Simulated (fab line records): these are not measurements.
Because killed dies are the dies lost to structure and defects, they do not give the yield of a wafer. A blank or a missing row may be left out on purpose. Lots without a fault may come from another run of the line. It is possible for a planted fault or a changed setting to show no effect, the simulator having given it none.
Struck lot and sound lot, side by side	flow nand harc	39 steps out of a route of 1159
Sound: these wafers, L516.2, L516.3, L516.6. The struck wafers were L521.1, L521.2, L521.6. At the end, the cause is stated.
Each step with rows lists, per side, the tool, then ch with its chambers, then its first start. Under that, the readings that differ: sound wafers	struck wafers	difference of the means	sigmas: that difference in standard deviations of wafers without a fault.
alike: same words and numbers on both sides, and readings whose means sit less than 2 such deviations apart. not compared: any withheld reading, any reading some wafer has no value for, any bound like >300 that may hide the same value, and any number with overlapping values for which the record gives no deviation.
The two part at a step that has a row with sigmas, a row that says differs or no value, or rows on one side only. When numbers do not overlap yet have no deviation, they are printed without sigmas and do not part them. A reading that every wafer of one side lacks parts them only if that side has two wafers or more.

first, 11 steps without rows for these wafers: NHARC_A_STAIRCASE_DEHYDRATE_302 (time 120 s); NHARC_A_STAIRCASE_HMDS_303 (time 30 s); NHARC_A_STAIRCASE_COAT_304; NHARC_A_STAIRCASE_SOFTBAKE_305 (time 170 s); NHARC_A_STAIRCASE_EBR_306; NHARC_A_STAIRCASE_EXPOSE_307 (exposes mask CHOP 50); NHARC_A_STAIRCASE_PEB_308 (peb time 130 s); NHARC_A_STAIRCASE_DEVELOP_309 (time 140 s); NHARC_A_STAIRCASE_HARDBAKE_311 (time 140 s); NHARC_A_STAIRCASE_DESCUM_312 (chemistry O2, time 3 s); NHARC_A_STAIRCASE_ETCH_313 (etches the open film in CF4/CHF3).
NHARC_A_STAIRCASE_HM_OPEN_463: chemistry O2/COS.
  sound on rie diel-13 ch 1,2,3, day 13 04:29; struck on rie diel-13 ch 0,2,3, day 15 05:56
  alike: drypump motor current A, oes product au, rf vpp V, showerhead plenum p Torr, throttle valve pct
  not compared: rf hours counter h
then, 1 step without rows for these wafers: NHARC_A_STAIRCASE_STRIP_464 (strips in O2/COS).
NHARC_A_STAIRCASE_ETCH_453: etches the open film in CF4/O2, target depth 30 nm, overetch 3 nm, time 16.5 s.
  sound: rie diel-13 ch 1,2,3; struck: rie diel-13 ch 0,2
  alike: drypump motor current A, oes product au, rf vpp V, showerhead plenum p Torr, throttle valve pct
  not compared: rf hours counter h
then, 5 steps without rows for these wafers: NHARC_A_STAIRCASE_ETCH_315 (etches the open film in C4F8/O2/Ar, target depth 2500 nm, time 607.1 s); NHARC_A_STAIRCASE_STRIP_316 (strips in O2); NHARC_A_STAIRCASE_STRIP_317 (strips in SPM, time 900 s); NHARC_A_STAIRCASE_PRECLEAN_318 (cleans in SC1); NHARC_A_STAIRCASE_SRD_329.
NHARC_A_STAIRCASE_ALD_415: deposits SiO2, target thk 30 nm, pulse time 6 s, ald cycles 300.
  sound on ald hk-01 ch 0,2, day 13 06:10; struck on ald hk-03 ch 0,3, day 15 07:44
  alike: heater power w, precursor pulse height rel
then, 1 step without rows for these wafers: NHARC_A_STAIRCASE_ETCHBACK_416 (etches the open film in C4F8/O2/Ar, target depth 36 nm, time 7.2 s).
NHARC_A_STAIRCASE_STRIP_476: strips in O2, time 20 s.
  sound on rie diel-13 ch 0,1,2, day 13 08:21; struck on rie diel-06 ch 0,2,3, day 15 09:55
  alike: drypump motor current A, oes product au, rf vpp V, showerhead plenum p Torr, throttle valve pct
  not compared: rf hours counter h
then, 8 steps without rows for these wafers: NHARC_A_STAIRCASE_DEP_417 (deposits Si3N4, target thk 60 nm); NHARC_A_STAIRCASE_WET_418 (chemistry H3PO4, target depth 20 nm); NHARC_A_STAIRCASE_PRECLEAN_419 (cleans in SC1); NHARC_A_STAIRCASE_SRD_421; NHARC_A_STAIRCASE_ALD_420 (deposits SiO2, target thk 20 nm, pulse time 6 s, ald cycles 200); NHARC_A_STAIRCASE_CVD_552 (deposits SiNx, target thk 40 nm); NHARC_A_STAIRCASE_DEP_151 (deposits SiO2, target thk 3800 nm); NHARC_A_STAIRCASE_ANNEAL_320 (time 1800 s).
NHARC_A_STAIRCASE_DEP_322: deposits SiO2, target thk 3800 nm.
  sound on pecvd-04 ch 0,1, day 14 05:01; struck on pecvd-01 ch 0,1, day 16 07:03
  alike: heater power w
then, 1 step without rows for these wafers: NHARC_A_STAIRCASE_ANNEAL_323 (time 1800 s).
NHARC_A_STAIRCASE_DEP_325: deposits SiO2, target thk 3800 nm.
  sound on pecvd-03 ch 1,2, day 14 13:47; struck on pecvd-01 ch 0,2, day 16 14:01
  alike: heater power w
then, 4 steps without rows for these wafers: NHARC_A_STAIRCASE_ANNEAL_326 (time 1800 s); NHARC_A_STAIRCASE_DEHYDRATE_433 (time 120 s); NHARC_A_STAIRCASE_HMDS_434 (time 30 s); NHARC_A_STAIRCASE_COAT_435.
NHARC_A_SGD_CUT_DESCUM_14: chemistry O2, time 3 s.
  sound on rie diel-07 ch 0,1,3, day 15 04:24; struck on rie diel-07 ch 0,1, day 17 06:52
reading	sound	struck	difference	sigmas
hold	- - -	await dispo/2.4h/release await dispo/2.4h/release await dispo/2.4h/release	no value on the sound wafers	
  alike: drypump motor current A, oes product au, rf vpp V, showerhead plenum p Torr, throttle valve pct
  not compared: rf hours counter h
-- record jumps: 6 days between struck wafers' starts before vs after; left off in module A_SGD_CUT, resumes in module END, first step shown is number 1159 of the route --
NHARC_END_SORT_01:
  here the record holds rows for the struck wafers (prober-02 ch 0, day 23 16:29) but none for the sound ones

== WHERE THEY PART ==
At NHARC_A_SGD_CUT_DESCUM_14 first; at NHARC_END_SORT_01 last (within this record only).

WHY: what had been put in by the simulator
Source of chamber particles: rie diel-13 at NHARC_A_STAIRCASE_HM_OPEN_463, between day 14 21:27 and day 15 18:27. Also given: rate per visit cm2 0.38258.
